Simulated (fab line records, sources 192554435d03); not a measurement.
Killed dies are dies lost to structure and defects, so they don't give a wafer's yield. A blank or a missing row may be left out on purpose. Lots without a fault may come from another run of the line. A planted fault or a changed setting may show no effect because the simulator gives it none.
fab line records | flow n5_finfet | part 1 of 2: steps 1 to 25 of 30
record lots=5 wafers=15 last_day=17
route steps=1938 shown BEOL_M15@1781
lots that met no fault: from a run of the same line without faults
start_h: hours from the record's first day to the start of the lot's first wafer shown | wait_h: hours since the lot's step before | " the same as in the row above | L1.1+2: a row that stands for several wafers | - no value, or no start given | * or withheld: withheld | < > ~ a bound
route shown NAME@n: a module of which the file shows steps, and the number in the route of the first | usual: mean/standard deviation of fault-free wafers | same: alike in all rows | chamber/n: place in a boat | sites: the reading at each site | _std_site: their standard deviation | _edge_site: outer sites' mean less inner sites' | radius_mm: how far each site lies from the wafer's centre | mask NAME#n: copy n | behind: the tool/chamber that last shaped the wafer | hold: why the lot was held/for how many hours/how that ended | device: the transistor (n, p or np) that didn't switch | end of line: the same wafers' tests at the end of the route | a step without rows: its recipe alone | killed: dies lost to structure and defects at the first sort, not the wafer's yield | map: a wafer's dies, x killed, . not, _ none there
set.NAME: the setting as run; set.NAME@STEP: as run at that earlier step | model.NAME: the simulator's own value behind a step, which no gauge read
lots at some steps of the route; a table a step, a row a wafer
services: from which hour (start_h, from the record's first day; less than 0 if before it) a tool's chamber was out of use, for how many hours, and why
## steps
# step N5_BEOL_M15_DEVELOP_09
# recipe develop_time_s=45 rinse_liquid=diw dry=air_spin dev_temp_c=21
# columns lot.wafer tool chamber start_h wait_h
L074.4+5+6 litho_track-03 0 - -
L081.1+4+6 litho_track-01 0 - -
L089.1+3+6 litho_track-01 0 - -
L094.1+4+6 litho_track-03 0 - -
L095.2+3+5 litho_track-04 0 - -
# step N5_BEOL_M15_HARDBAKE_14
# recipe temp_c=130 time_s=120
# columns lot.wafer tool chamber start_h wait_h
L074.4+5+6 litho_track-03 0 - -
L081.1+4+6 litho_track-01 0 - -
L089.1+3+6 litho_track-01 0 - -
L094.1+4+6 litho_track-03 0 - -
L095.2+3+5 litho_track-04 0 - -
# step N5_BEOL_M15_CD_MEAS_10
# recipe target_cd_nm=360 landing_energy_ev=500 detector=se_inlens polarity=opening
# usual cd_nm=360.1/2.3
# columns lot.wafer tool chamber start_h wait_h cd_nm
L074.4 cd_sem-01 0 244.84 - 357.6
L074.5 " 0 " " 363.3
L074.6 " 0 " " 362.9
L081.1 cd_sem-03 0 297.46 - 359.4
L081.4 " 0 " " 357.0
L081.6 " 0 " " 357.4
L089.1 cd_sem-01 0 337.84 - 360.6
L089.3 " 0 " " 359.3
L089.6 " 0 " " 359.3
L094.1 cd_sem-03 0 373.74 - 358.4
L094.4 " 0 " " 362.0
L094.6 " 0 " " 361.2
L095.2 cd_sem-01 0 380.29 - 357.6
L095.3 " 0 " " 358.5
L095.5 " 0 " " 356.1
# step N5_BEOL_M15_OVL_MEAS_11
# recipe points_per_wafer=44
# usual V14_OVL=-5/5.3
# columns lot.wafer tool chamber start_h wait_h V14_OVL[nm]
L074.4 overlay-02 0 244.87 0.0 -8
L074.5 " 0 " " -10
L074.6 " 0 " " -8
L081.1 overlay-02 0 297.49 0.0 9
L081.4 " 0 " " 5
L081.6 " 0 " " -8
L089.1 overlay-02 0 337.87 0.0 -11
L089.3 " 0 " " -6
L089.6 " 0 " " -11
L094.1 overlay-02 0 373.77 0.0 -3
L094.4 " 0 " " -4
L094.6 " 0 " " -4
L095.2 overlay-01 0 380.32 0.0 2
L095.3 " 0 " " -5
L095.5 " 0 " " 1
# step N5_BEOL_M15_INSPECT_12
# recipe mode=adi inspect_instrument=macro
# usual raw_defect_count=2.4/1.5
# columns lot.wafer tool chamber start_h wait_h raw_defect_count
L074.4 defect_inspect-02 - 244.89 0.0 3
L074.5 " - " " 3
L074.6 " - " " 0
L081.1 defect_inspect-01 - 297.52 0.0 1
L081.4 " - " " 2
L081.6 " - " " 3
L089.1 defect_inspect-02 - 337.89 0.0 0
L089.3 " - " " 5
L089.6 " - " " 2
L094.1 defect_inspect-01 - 373.80 0.0 5
L094.4 " - " " 4
L094.6 " - " " 3
L095.2 defect_inspect-01 - 380.34 0.0 4
L095.3 " - " " 2
L095.5 " - " " 2
# step N5_BEOL_M15_DESCUM_15
# recipe chemistry=O2 time_s=7.9 source_power_w=50 bias_power_w=20 pressure_mtorr=20 rf_frequency_hz=2.712e+07 temp_c=40 o2_flow_sccm=225
# usual drypump_motor_current_A=5.9/0.32 oes_product_au=0.82/0.084 rf_fwd_power_W=49.40/0.24 rf_vpp_V=242.8/1.6 showerhead_plenum_p_Torr=2.08/0.091 throttle_valve_pct=20.34/0.26
# columns lot.wafer tool chamber start_h wait_h drypump_motor_current_A oes_product_au rf_fwd_power_W rf_hours_counter_h rf_vpp_V showerhead_plenum_p_Torr throttle_valve_pct
L074.4 rie_diel-06 2 245.23 0.3 5.9 0.94 49.21 - 244.6 2.11 19.97
L074.5 " 1 " " 6.2 0.86 49.68 - 240.8 2.04 20.52
L074.6 " 3 " " 6.0 0.74 49.46 - 241.9 2.02 20.60
L081.1 rie_diel-04 3 297.55 0.0 5.6 0.76 48.87 156 240.5 1.93 20.28
L081.4 " 2 " " 6.0 0.90 49.07 28 244.4 2.12 20.31
L081.6 " 3 " " 5.6 0.76 49.21 - 240.0 1.93 20.29
L089.1 rie_diel-03 2 337.93 0.0 6.6 0.88 49.80 43 241.9 2.07 20.16
L089.3 " 3 " " 5.5 0.89 49.29 27 243.4 2.22 19.89
L089.6 " 2 " " 6.6 0.89 49.58 - 242.5 2.07 20.15
L094.1 rie_diel-04 2 373.83 0.0 6.1 0.87 49.19 48 244.0 2.12 20.35
L094.4 " 1 " " 6.2 0.70 49.73 228 244.4 2.16 20.46
L094.6 " 0 " " 5.4 0.72 49.52 - 242.8 1.96 20.07
L095.2 rie_diel-06 0 380.38 0.0 5.5 0.89 49.53 28 244.8 2.22 20.14
L095.3 " 2 " " 5.9 0.85 49.39 46 244.5 2.10 20.06
L095.5 " 3 " " 6.0 0.72 49.55 - 240.7 2.01 20.66
# step N5_BEOL_M15_ETCH_59
# recipe chemistry=N2/H2 target=BARC target_depth_a=890 overetch_a=267 time_s=67.9 ion_energy_ev=200 pressure_mtorr=30 source_w=840 bias_w=150 n2_flow_sccm=200 h2_flow_sccm=200
# usual drypump_motor_current_A=5.9/0.32 oes_product_au=0.70/0.069 rf_fwd_power_W=833/3.5 rf_vpp_V=523/3.3 showerhead_plenum_p_Torr=2.52/0.12 throttle_valve_pct=17.72/0.25
# columns lot.wafer tool chamber start_h wait_h drypump_motor_current_A oes_product_au rf_fwd_power_W rf_hours_counter_h rf_vpp_V showerhead_plenum_p_Torr throttle_valve_pct
L074.4 rie_diel-06 2 245.27 0.0 5.9 0.78 835 - 525 2.61 17.58
L074.5 " 1 " " 6.2 0.73 835 - 522 2.48 17.96
L074.6 " 3 " " 6.0 0.65 835 - 522 2.42 17.81
L081.1 rie_diel-04 3 297.59 0.0 5.6 0.64 828 156 518 2.33 17.59
L081.4 " 2 " " 6.1 0.76 830 28 526 2.59 17.72
L081.6 " 3 " " 5.6 0.64 828 - 519 2.33 17.60
L089.1 rie_diel-03 2 337.96 0.0 6.6 0.75 835 43 522 2.46 17.25
L089.3 " 3 " " 5.5 0.76 837 27 528 2.70 17.38
L089.6 " 2 " " 6.6 0.75 835 - 522 2.46 17.22
L094.1 rie_diel-04 2 373.87 0.0 6.0 0.73 833 48 527 2.58 17.76
L094.4 " 1 " " 6.2 0.60 832 228 526 2.58 17.67
L094.6 " 0 " " 5.4 0.61 833 - 519 2.40 17.70
L095.2 rie_diel-06 0 380.41 0.0 5.5 0.75 837 28 528 2.69 17.59
L095.3 " 2 " " 5.9 0.71 836 46 524 2.59 17.66
L095.5 " 3 " " 6.0 0.63 833 - 520 2.41 17.88
# step N5_BEOL_M15_VIA_ETCH_16
# recipe chemistry=C4F8/O2/Ar target=SiO2 he_inner_torr=15 he_outer_torr=30 target_depth_a=17922 time_s=withheld ion_energy_ev=800 pressure_mtorr=20 source_w=1905 bias_w=2040 Ar_flow_sccm=400 C4F8_flow_sccm=16 O2_flow_sccm=12 ends=cleared
# usual C4F8_flow_sccm=15.99/0.054 O2_flow_sccm=12.00/0.037 drypump_motor_current_A=5.9/0.32 oes_o_777_au=0.81/0.08 oes_product_au=0.74/0.078 rf_fwd_power_W=1901/5.9 rf_vpp_V=2212/54 showerhead_plenum_p_Torr=3.43/0.15 throttle_valve_pct=30.91/0.29
# columns lot.wafer tool chamber start_h wait_h C4F8_flow_sccm O2_flow_sccm drypump_motor_current_A oes_o_777_au oes_product_au rf_fwd_power_W rf_vpp_V showerhead_plenum_p_Torr throttle_valve_pct
L074.4 rie_diel-06 2 245.42 0.1 15.87 11.99 5.9 0.88 0.84 1897 2280 3.50 30.60
L074.5 " 1 " " 16.02 11.92 6.2 0.86 0.78 1898 2197 3.38 31.19
L074.6 " 3 " " 15.91 12.01 6.0 0.76 0.67 1910 2131 3.35 31.28
L081.1 rie_diel-04 3 297.64 0.0 15.98 11.99 5.6 0.75 0.67 1901 2185 3.19 30.77
L081.4 " 2 " " 16.04 11.97 6.1 0.82 0.81 1899 2335 3.55 31.25
L081.6 " 3 " " 15.97 12.02 5.6 0.75 0.68 1903 2188 3.19 30.76
L089.1 rie_diel-03 2 338.01 0.0 16.07 11.99 6.6 0.89 0.80 1907 2171 3.37 30.51
L089.3 " 3 " " 15.91 12.04 5.5 0.86 0.80 1901 2208 3.67 30.60
L089.6 " 2 " " 16.04 11.94 6.5 0.88 0.80 1904 2168 3.37 30.51
L094.1 rie_diel-04 2 373.92 0.0 15.97 12.04 6.1 0.80 0.78 1904 2335 3.54 31.29
L094.4 " 1 " " 16.02 12.00 6.2 0.67 0.62 1903 2215 3.54 30.78
L094.6 " 0 " " 15.97 11.99 5.4 0.70 0.65 1902 2198 3.26 30.52
L095.2 rie_diel-06 0 380.47 0.0 16.06 12.00 5.5 0.91 0.82 1894 2225 3.66 30.80
L095.3 " 2 " " 15.97 12.03 5.9 0.81 0.77 1903 2277 3.48 30.64
L095.5 " 3 " " 15.87 11.99 6.0 0.73 0.65 1897 2129 3.33 31.30
# step N5_BEOL_M15_STRIP_63
# recipe chemistry=O2 power_w=600 temp_c=60 pressure_mtorr=30 rf_frequency_hz=6e+07 bias_power_w=0 overash_fraction=0.3 o2_flow_sccm=225
# usual drypump_motor_current_A=5.9/0.32 oes_product_au=0.82/0.084 rf_vpp_V=3.6/0.78 showerhead_plenum_p_Torr=2.08/0.091 throttle_valve_pct=16.57/0.24
# columns lot.wafer tool chamber start_h wait_h drypump_motor_current_A oes_product_au rf_hours_counter_h rf_vpp_V showerhead_plenum_p_Torr throttle_valve_pct
L074.4 rie_diel-06 2 - - 5.9 0.92 - 3.7 2.12 16.22
L074.5 " 1 " " 6.2 0.86 - 2.6 2.05 16.72
L074.6 " 3 " " 6.0 0.74 - 3.8 2.03 16.83
L081.1 rie_diel-04 3 - - 5.6 0.74 156 3.0 1.94 16.53
L081.4 " 2 " " 6.1 0.90 29 4.4 2.13 16.51
L081.6 " 3 " " 5.6 0.76 - 3.9 1.94 16.54
L089.1 rie_diel-03 2 - - 6.5 0.89 43 4.2 2.07 16.38
L089.3 " 3 " " 5.5 0.89 27 5.2 2.22 16.16
L089.6 " 2 " " 6.5 0.87 - 4.8 2.07 16.37
L094.1 rie_diel-04 2 - - 6.1 0.86 49 4.7 2.12 16.56
L094.4 " 1 " " 6.2 0.70 228 3.2 2.17 16.71
L094.6 " 0 " " 5.4 0.71 - 4.5 1.96 16.43
L095.2 rie_diel-06 0 - - 5.4 0.90 28 4.4 2.23 16.38
L095.3 " 2 " " 5.9 0.85 46 3.8 2.10 16.27
L095.5 " 3 " " 6.0 0.72 - 4.5 2.01 16.89
# step N5_BEOL_M15_STRIP_64
# recipe chemistry=O2 power_w=600 temp_c=60 pressure_mtorr=30 rf_frequency_hz=6e+07 bias_power_w=0 overash_fraction=0.3 o2_flow_sccm=225
# usual drypump_motor_current_A=5.9/0.32 oes_product_au=0.82/0.085 rf_vpp_V=3.6/0.52 showerhead_plenum_p_Torr=2.08/0.091 throttle_valve_pct=16.57/0.25
# columns lot.wafer tool chamber start_h wait_h drypump_motor_current_A oes_product_au rf_hours_counter_h rf_vpp_V showerhead_plenum_p_Torr throttle_valve_pct
L074.4 rie_diel-06 2 - - 5.9 0.93 - 3.8 2.12 16.21
L074.5 " 1 " " 6.2 0.87 - 4.4 2.05 16.74
L074.6 " 3 " " 6.0 0.75 - 3.6 2.03 16.80
L081.1 rie_diel-04 3 - - 5.6 0.75 156 3.3 1.94 16.53
L081.4 " 2 " " 6.1 0.90 29 4.5 2.13 16.50
L081.6 " 3 " " 5.6 0.76 - 3.0 1.94 16.54
L089.1 rie_diel-03 2 - - 6.6 0.87 43 3.9 2.07 16.35
L089.3 " 3 " " 5.5 0.89 27 3.6 2.22 16.15
L089.6 " 2 " " 6.6 0.88 - 3.4 2.07 16.36
L094.1 rie_diel-04 2 - - 6.0 0.85 49 3.9 2.12 16.54
L094.4 " 1 " " 6.2 0.69 228 3.3 2.17 16.72
L094.6 " 0 " " 5.4 0.72 - 3.5 1.96 16.44
L095.2 rie_diel-06 0 - - 5.4 0.88 28 2.9 2.22 16.38
L095.3 " 2 " " 5.8 0.85 46 3.8 2.10 16.30
L095.5 " 3 " " 6.0 0.72 - 4.3 2.01 16.88
# step N5_BEOL_M15_STRIP_65
# recipe chemistry=post_etch_residue_remover time_s=60 temp_c=25 remover_ph=withheld remover_water_wt_pct=withheld remover_fluoride_wt_pct=withheld
# columns lot.wafer tool chamber start_h wait_h
L074.4+5+6 wet_bench-06 2,0,1 245.65 -
L081.1+4+6 wet_bench-05 6,4,1 297.99 -
L089.1+3+6 wet_bench-06 4,6,3 338.37 -
L094.1+4+6 wet_bench-06 4,3,5 374.27 -
L095.2+3+5 wet_bench-05 6,7,2 380.82 -
# step N5_BEOL_M15_SRD_66
# recipe time_s=30 temp_c=23 rinse_liquid=diw dry=n2_spin spin_rpm=1500 dry_time_s=30
# columns lot.wafer tool chamber start_h wait_h
L074.4+5+6 wet_bench-06 2,0,1 245.67 0.0
L081.1+4+6 wet_bench-05 6,4,1 298.01 0.0
L089.1+3+6 wet_bench-06 4,6,3 338.39 0.0
L094.1+4+6 wet_bench-06 4,3,5 374.29 0.0
L095.2+3+5 wet_bench-05 6,7,2 380.84 0.0
# step N5_BEOL_M15_CD_MEAS_17
# recipe target_cd_nm=360 polarity=opening
# usual cd_nm=361.1/2.5
# columns lot.wafer tool chamber start_h wait_h cd_nm
L074.4 cd_sem-01 - 245.71 0.0 359.2
L074.5 " - " " 361.2
L074.6 " - " " 359.8
L081.1 cd_sem-02 - 298.05 0.0 362.5
L081.4 " - " " 358.9
L081.6 " - " " 360.6
L089.1 cd_sem-03 - 338.42 0.0 363.9
L089.3 " - " " 360.5
L089.6 " - " " 360.7
L094.1 cd_sem-01 - 374.33 0.0 360.8
L094.4 " - " " 360.8
L094.6 " - " " 361.4
L095.2 cd_sem-01 - 380.88 0.0 357.0
L095.3 " - " " 361.2
L095.5 " - " " 358.1
# step N5_BEOL_M15_COAT_56
# recipe resist=SOC temp_c=250 time_s=60 spin_rpm=1500 resist_thk_nm=550
# columns lot.wafer tool chamber start_h wait_h
L074.4+5+6 litho_track-03 0 245.76 0.0
L081.1+4+6 litho_track-01 0 298.09 0.0
L089.1+3+6 litho_track-03 0 338.46 0.0
L094.1+4+6 litho_track-04 0 374.37 0.0
L095.2+3+5 litho_track-03 0 380.92 0.0
# step N5_BEOL_M15_ETCH_57
# recipe chemistry=N2/H2 target=SOC source_w=3000 bias_w=350 time_s=750 ion_energy_ev=200 pressure_mtorr=30 n2_flow_sccm=200 h2_flow_sccm=200
# usual drypump_motor_current_A=5.9/0.34 oes_product_au=0.82/0.082 rf_fwd_power_W=2998/9.1 rf_vpp_V=524/3.3 showerhead_plenum_p_Torr=2.53/0.12 throttle_valve_pct=17.6/0.31
# columns lot.wafer tool chamber start_h wait_h drypump_motor_current_A oes_product_au rf_fwd_power_W rf_hours_counter_h rf_vpp_V showerhead_plenum_p_Torr throttle_valve_pct
L074.4 rie_diel-03 0 245.89 - 5.8 0.83 2978 58 524 2.57 18.0
L074.5 " 0 " " 5.8 0.85 2993 - 526 2.57 18.0
L074.6 " 3 " " 5.5 0.99 2990 - 528 2.71 17.2
L081.1 rie_diel-03 1 298.15 - 5.6 0.70 2983 226 520 2.40 18.1
L081.4 " 2 " " 6.5 0.91 2990 30 523 2.47 17.1
L081.6 " 0 " " 5.8 0.83 2992 - 525 2.57 18.0
L089.1 rie_diel-03 0 338.53 - 5.9 0.80 3011 85 523 2.56 18.0
L089.3 " 1 " " 5.6 0.69 3001 240 519 2.39 18.1
L089.6 " 0 " " 5.9 0.80 3004 - 524 2.56 18.0
L094.1 rie_diel-03 0 374.43 - 5.9 0.79 3008 96 526 2.56 18.1
L094.4 " 2 " " 6.5 0.87 2992 - 522 2.46 17.2
L094.6 " 0 " " 5.8 0.79 3002 - 523 2.56 18.1
L095.2 rie_diel-06 0 380.98 - 5.5 0.90 2982 28 528 2.69 17.5
L095.3 " 2 " " 5.9 0.85 3010 47 525 2.59 17.5
L095.5 " 3 " " 6.0 0.73 3015 - 520 2.41 17.8
# step N5_BEOL_M15_COAT_60
# recipe resist=BARC temp_c=205 time_s=60 spin_rpm=1500 resist_thk_nm=89
# columns lot.wafer tool chamber start_h wait_h
L074.4+5+6 litho_track-03 0 246.40 0.3
L081.1+4+6 litho_track-01 0 298.65 0.3
L089.1+3+6 litho_track-03 0 339.03 0.3
L094.1+4+6 litho_track-03 0 374.93 0.3
L095.2+3+5 litho_track-03 0 381.48 0.3
# step N5_BEOL_M15_COAT_22
# recipe spin_rpm=1704 resist_thk_nm=800
# columns lot.wafer tool chamber start_h wait_h
L074.4+5+6 litho_track-03 0 - -
L081.1+4+6 litho_track-01 0 - -
L089.1+3+6 litho_track-03 0 - -
L094.1+4+6 litho_track-03 0 - -
L095.2+3+5 litho_track-03 0 - -
# step N5_BEOL_M15_EBR_24
# recipe solvent=PGMEA ebr_width_mm=1.5
# same ebr_width_mm=1.5
# columns lot.wafer tool chamber start_h wait_h
L074.4+5+6 litho_track-03 0 - -
L081.1+4+6 litho_track-01 0 - -
L089.1+3+6 litho_track-03 0 - -
L094.1+4+6 litho_track-03 0 - -
L095.2+3+5 litho_track-03 0 - -
# step N5_BEOL_M15_SOFTBAKE_23
# recipe temp_c=130 time_s=60
# columns lot.wafer tool chamber start_h wait_h
L074.4+5+6 litho_track-03 0 - -
L081.1+4+6 litho_track-01 0 - -
L089.1+3+6 litho_track-03 0 - -
L094.1+4+6 litho_track-03 0 - -
L095.2+3+5 litho_track-03 0 - -
# step N5_BEOL_M15_EXPOSE_25
# recipe mask_id=M15 na=0.8 source_shape=annular sigma_inner=0.5 sigma_outer=0.8 polarization=unpolarized target_cd_nm=400 dose_mj=35.5
# columns lot.wafer tool chamber start_h wait_h mask
L074.4+5+6 krf_scanner-01 0 246.64 - M15#0
L081.1+4+6 krf_scanner-01 0 298.88 - M15#0
L089.1+3+6 krf_scanner-01 0 339.29 - M15#0
L094.1+4+6 krf_scanner-02 0 375.16 - M15#0
L095.2+3+5 krf_scanner-01 0 381.71 - M15#0
# step N5_BEOL_M15_PEB_26
# recipe peb_temp_c=130 peb_time_s=90
# columns lot.wafer tool chamber start_h wait_h
L074.4+5+6 litho_track-04 0 246.68 0.0
L081.1+4+6 litho_track-01 0 298.93 0.1
L089.1+3+6 litho_track-04 0 339.35 0.1
L094.1+4+6 litho_track-03 0 375.21 0.1
L095.2+3+5 litho_track-01 0 381.76 0.0
# step N5_BEOL_M15_DEVELOP_27
# recipe develop_time_s=45 rinse_liquid=diw dry=air_spin dev_temp_c=21
# columns lot.wafer tool chamber start_h wait_h
L074.4+5+6 litho_track-04 0 - -
L081.1+4+6 litho_track-01 0 - -
L089.1+3+6 litho_track-04 0 - -
L094.1+4+6 litho_track-03 0 - -
L095.2+3+5 litho_track-01 0 - -
# step N5_BEOL_M15_HARDBAKE_32
# recipe temp_c=130 time_s=120
# columns lot.wafer tool chamber start_h wait_h
L074.4+5+6 litho_track-04 0 - -
L081.1+4+6 litho_track-01 0 - -
L089.1+3+6 litho_track-04 0 - -
L094.1+4+6 litho_track-03 0 - -
L095.2+3+5 litho_track-01 0 - -
# step N5_BEOL_M15_CD_MEAS_28
# recipe target_cd_nm=407.6 landing_energy_ev=500 detector=se_inlens
# usual cd_nm=406.3/2.1
# columns lot.wafer tool chamber start_h wait_h cd_nm
L074.4 cd_sem-02 0 246.80 - 405.7
L074.5 " 0 " " 411.9
L074.6 " 0 " " 406.8
L081.1 cd_sem-01 0 299.05 - 404.9
L081.4 " 0 " " 406.4
L081.6 " 0 " " 406.4
L089.1 cd_sem-01 0 339.46 - 408.3
L089.3 " 0 " " 404.9
L089.6 " 0 " " 412.6
L094.1 cd_sem-01 0 375.33 - 404.2
L094.4 " 0 " " 404.8
L094.6 " 0 " " 406.7
L095.2 cd_sem-03 0 381.88 - 405.3
L095.3 " 0 " " 405.6
L095.5 " 0 " " 404.5
# step N5_BEOL_M15_OVL_MEAS_29
# recipe points_per_wafer=44
# usual M15_OVL=2/5.9
# columns lot.wafer tool chamber start_h wait_h M15_OVL[nm]
L074.4 overlay-01 0 246.83 0.0 -3
L074.5 " 0 " " 6
L074.6 " 0 " " 1
L081.1 overlay-02 0 299.08 0.0 7
L081.4 " 0 " " 12
L081.6 " 0 " " 7
L089.1 overlay-01 0 339.49 0.0 8
L089.3 " 0 " " 12
L089.6 " 0 " " -3
L094.1 overlay-02 0 375.36 0.0 6
L094.4 " 0 " " 4
L094.6 " 0 " " 5
L095.2 overlay-01 0 381.91 0.0 12
L095.3 " 0 " " 11
L095.5 " 0 " " 11
